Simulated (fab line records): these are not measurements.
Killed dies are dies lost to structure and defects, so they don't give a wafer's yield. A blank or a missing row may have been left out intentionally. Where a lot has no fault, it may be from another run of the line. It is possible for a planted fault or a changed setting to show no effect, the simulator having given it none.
8D (eight disciplines) problem report, filled in by code + flow nand-harc + the parts of the form that need people (team, actions taken, sign-off) are left out

## 1. THE ISSUE
At NHARC_P_M1_INSPECT_27, raw-defect-count averages 2283 over 4 wafers from 3 lots, while fault-free wafers read 317, standard deviation 130. Measured from the usual mean, that is +15 standard deviations.
Seen first at day 9 22:29 on defect-inspect-01, wafer L438.1. At this step, 38 wafers from 13 lots have a number in the record. Rule for "out", or "out of limits": more than 4 standard deviations from the usual mean. Any other wafer with a number is counted as sound.

## 2. WHAT IT IS, WHAT IT ISN'T
| question                    | is                                   | is not                                                                                       |
|-----------------------------|--------------------------------------|----------------------------------------------------------------------------------------------|
| which readings at this step | raw-defect-count                     | -                                                                                            |
| which lots                  | L438, L439, L441                     | L423, L425, L426, L427, L429, L431, L434, L443, L445, L446                                   |
| which wafers of those lots  | L438.1, L439.1, L439.3, L441.3       | L438.2, L439.6, L441.2, L441.5                                                               |
| read on which gauges        | defect-inspect-01, defect-inspect-02 | -                                                                                            |
| when                        | from day 9 22:29                     | up to then (22 sound wafers); but 12 sound wafers of L439, L441, L443, L445, L446 came after |

## 3. SUSPECTS, AND WHAT RULES EACH OUT
Counting: if a tool at a process step up to the reading ran every lot that is out, it stays a suspect. Sound lots after the first of them don't rule it out here, since some wafers of a struck lot are sound.
- the gauge at NHARC_P_M1_INSPECT_27 has been ruled out. 2 gauges (defect-inspect-01, defect-inspect-02) read the wafers that are out.
- cmp-01 at NHARC_P_M0_CMP_23 (polishes, t overpolish 20 s, target thk 117.53 nm): kept. Ran every lot that is out, first one L438 (day 9 17:46); last sound lot up to then L431 (day 7 19:05).
- cmp-02 at NHARC_P_M1_CMP_23 (polishes, t overpolish 20 s, target thk 157.82 nm): kept. Ran every lot that is out, first one L438 (day 9 22:01); last sound lot up to then L431 (day 7 23:06).
After counting, cmp-01 at NHARC_P_M0_CMP_23 and cmp-02 at NHARC_P_M1_CMP_23 remain.

## 4. THE CAUSE (what the simulator had put in)
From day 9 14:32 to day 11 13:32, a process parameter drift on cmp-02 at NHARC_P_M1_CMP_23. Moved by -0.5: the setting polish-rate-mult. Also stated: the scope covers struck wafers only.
After counting, 2 suspects remain, this tool included.

## 5. THE EFFECT CHAIN, in route order
Rows list readings where the struck wafers' mean (over those with a number) sits beyond 3 standard deviations from the usual. Only readings for which the record gives a usual standard deviation are gone through. hours: the time from each lot's start at the first step in this table that gives one to its start at this step, as a median over the lots. sigmas: the change in usual standard deviations.
| hours | step                  | reading              | usual  | on struck wafers | change | sigmas      |
|-------|-----------------------|----------------------|--------|------------------|--------|-------------|
| 0     | NHARC_P_M1_INSPECT_27 | raw-defect-count     | 317    | 2283             | +1966  | +15         |
| 379   | NHARC_END_SORT_01     | defect-limited-yield | 95.4 % | 0.0              | -95.4  | -56         |
| 379   | NHARC_END_SORT_01     | killed-at-periphery  | 3.2    | 641.8            | +638.5 | +99 or more |
| 379   | NHARC_END_SORT_01     | killed-dies          | 31     | 677              | +646   | +54         |
| 379   | NHARC_END_SORT_01     | sort_bin_3_pct       | 0.25 % | 94.87            | +94.62 | +99 or more |
| 379   | NHARC_END_SORT_01     | sort-n-pass          | 646    | 0                | -646   | -54         |
| 379   | NHARC_END_SORT_01     | sort-rim-yield-pct   | 97.2 % | 0.0              | -97.2  | -54         |
| 379   | NHARC_END_SORT_01     | sort-yield-pct       | 95.4 % | 0.0              | -95.4  | -56         |

## 6. HOW IT WOULD HAVE BEEN CAUGHT EARLIER
In this record the first reading out of limits at a measuring or inspecting step was taken at day 9 22:29, 8 hours after the fault began at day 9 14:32.
No tool reading at NHARC_P_M1_CMP_23 that has a usual standard deviation in the record was out on any struck wafer, so an alarm limit of 4 standard deviations on those readings would not have fired.
Among the 3 lots that are out, L439, L441 began NHARC_P_M1_CMP_23 on cmp-02 after day 9 22:29. A hold on the tool at that time would have spared those 2.
